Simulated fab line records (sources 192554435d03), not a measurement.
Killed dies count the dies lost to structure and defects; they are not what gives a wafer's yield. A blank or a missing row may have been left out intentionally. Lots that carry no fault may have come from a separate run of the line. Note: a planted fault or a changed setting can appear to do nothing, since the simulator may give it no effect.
A lot that was struck, set against a sound lot :: flow n5 finfet :: 18 out of 1938 route steps
Sound: wafers L239.3, L239.4, L239.5. Struck: wafer L244.1. (L244.4, L244.5 of the same lot were not struck and are left out.) The cause comes at the end.
For every step that has rows: the tool of each side, followed by ch and its chambers, followed by its first start. Under that, the readings that differ: sound wafers :: struck wafers :: difference of the means :: sigmas: that difference in standard deviations of wafers without a fault.
alike: readings whose means differ by less than 2 such deviations, and words and numbers that are the same on both sides. not compared: withheld readings, readings that some wafer has no value for, bounds like >300 that may hide the same value, and numbers for which the record gives no deviation and whose values overlap.
Wherever a step has rows on one side only, a row that says differs or no value, or a row with sigmas, the two part there. Numbers that don't overlap but have no deviation are shown without sigmas and don't part them. Lack of a reading on every wafer of one side parts them only where that side has two or more wafers.

first, 7 steps without rows for these wafers: N5_BEOL_M9_COAT_60 (time 60 s, resist thk 30 nm); N5_BEOL_M9_COAT_05 (resist thk 90 nm); N5_BEOL_M9_EBR_07; N5_BEOL_M9_SOFTBAKE_06 (time 60 s); N5_BEOL_M9_EXPOSE_08 (exposes mask M9); N5_BEOL_M9_PEB_09 (peb time 60 s); N5_BEOL_M9_DEVELOP_10 (develop time 30 s).
N5_BEOL_M9_CD_MEAS_11: the cd target is 64.1 nm.
  sound on cd sem-02 ch 0, day 11 14:49; struck on cd sem-01 ch 0, day 12 16:02
  alike: cd nm
N5_BEOL_M9_OVL_MEAS_12:
  sound on overlay-01 ch 0, day 11 14:50; struck on overlay-02 ch 0, day 12 16:04
  alike: M9_OVL
N5_BEOL_M9_INSPECT_13: inspects for defects (brightfield).
  struck on defect inspect-01, day 12 16:06; sound on defect inspect-02, day 11 14:52
  alike: raw defect count
N5_BEOL_M9_DESCUM_16: chemistry O2, time 7.9 s.
  sound on rie diel-01 ch 1,2,3, day 11 15:03; struck on rie diel-01 ch 3, day 12 16:14
  alike: drypump motor current A, oes product au, rf vpp V, showerhead plenum p Torr, throttle valve pct
  not compared: rf hours counter h
N5_BEOL_M9_ETCH_61: etches SiARC in CF4, target depth 39 nm, time 65 s.
  sound on rie diel-01 ch 1,2,3, day 11 15:05; struck on rie diel-01 ch 3, day 12 16:16
reading: rf vpp V (V)
sound: 184.3 184.5 184.2
struck: 182.3
difference: -2.0
sigmas: -2
  alike: cf4 flow sccm, drypump motor current A, etch rf on time s, mfc ar sccm, oes product au, showerhead plenum p Torr, throttle valve pct
  not compared: rf hours counter h
N5_BEOL_M9_ETCH_62: etches SOC in N2/H2, target depth 110 nm, overetch 22 nm, time 165 s.
  sound on rie diel-01 ch 1,2,3, day 11 15:08; struck on rie diel-01 ch 3, day 12 16:19
reading: model.SiARC_of_BEOL_M9_COAT_60.thk nm (nm)
sound: 23.4 23.4 23.4
struck: 21.4
difference: -2.0
sigmas: 

reading: model.BEOL_M9.cd offset nm (nm)
sound: 0.2 0 0
struck: 0.4
difference: +0.3
sigmas: 
  alike: drypump motor current A, oes product au, rf vpp V, showerhead plenum p Torr, throttle valve pct
  not compared: rf hours counter h
then, 1 step without rows for these wafers: N5_BEOL_M9_STRIP_68 (strips in N2/H2).
N5_BEOL_M9_STRIP_67: strips in CF4.
  sound on rie diel-01 ch 1,2,3, day 11 15:17; struck on rie diel-01 ch 3, day 12 16:28
  alike: cf4 flow sccm, drypump motor current A, oes product au, power w, rf vpp V, showerhead plenum p Torr, throttle valve pct
  not compared: rf hours counter h
N5_BEOL_M9_HM_OPEN_17: chemistry Cl2/BCl3, target TiN, target depth 20 nm, overetch 6 nm.
  sound on rie metal-01 ch 1, day 11 15:23; struck on rie metal-02 ch 0, day 12 16:31
reading: mfc ar sccm (sccm)
sound: 25.09 25.08 24.98
struck: 24.84
difference: -0.21
sigmas: -3

reading: rf hours counter h (h)
sound: - - -
struck: 45
difference: no value on the sound wafers
sigmas: 

reading: model.BEOL_M9.cd offset nm (nm)
sound: 0 0 0
struck: 0.4
difference: +0.4
sigmas: 
  alike: drypump motor current A, oes product au, throttle valve pct
N5_BEOL_M9_STRIP_19: strips in O2.
  sound on rie diel-02 ch 0,1,3, day 11 15:32; struck on rie diel-02 ch 1, day 12 16:44
  alike: drypump motor current A, oes product au, rf vpp V, showerhead plenum p Torr, throttle valve pct
  not compared: rf hours counter h
-- the record jumps here: 3 days lie between the struck wafers' starts before and after (it left off in module BEOL_M9 and takes up again in module PASSIVATION, whose first step shown is number 1936 of the route) --
N5_PASSIVATION_PROBE_49:
  struck on prober-01, day 15 21:04; sound on prober-01, day 14 08:02
  alike: defect limited yield, killed_at_M0_to_M3, killed_at_M4_up, killed at contacts, killed at front end, killed at other, killed dies, killed open, killed short, sort_bin_5_function, sort_bin_6_memory, sort n pass, sort yield pct

WHERE THEY PART
Last at N5_BEOL_M9_HM_OPEN_17 as far as this record goes, first at N5_BEOL_M9_ETCH_61. Later steps at which nothing parts them and some readings are alike: N5_BEOL_M9_STRIP_19, N5_PASSIVATION_PROBE_49.

WHY: what the simulator had put in
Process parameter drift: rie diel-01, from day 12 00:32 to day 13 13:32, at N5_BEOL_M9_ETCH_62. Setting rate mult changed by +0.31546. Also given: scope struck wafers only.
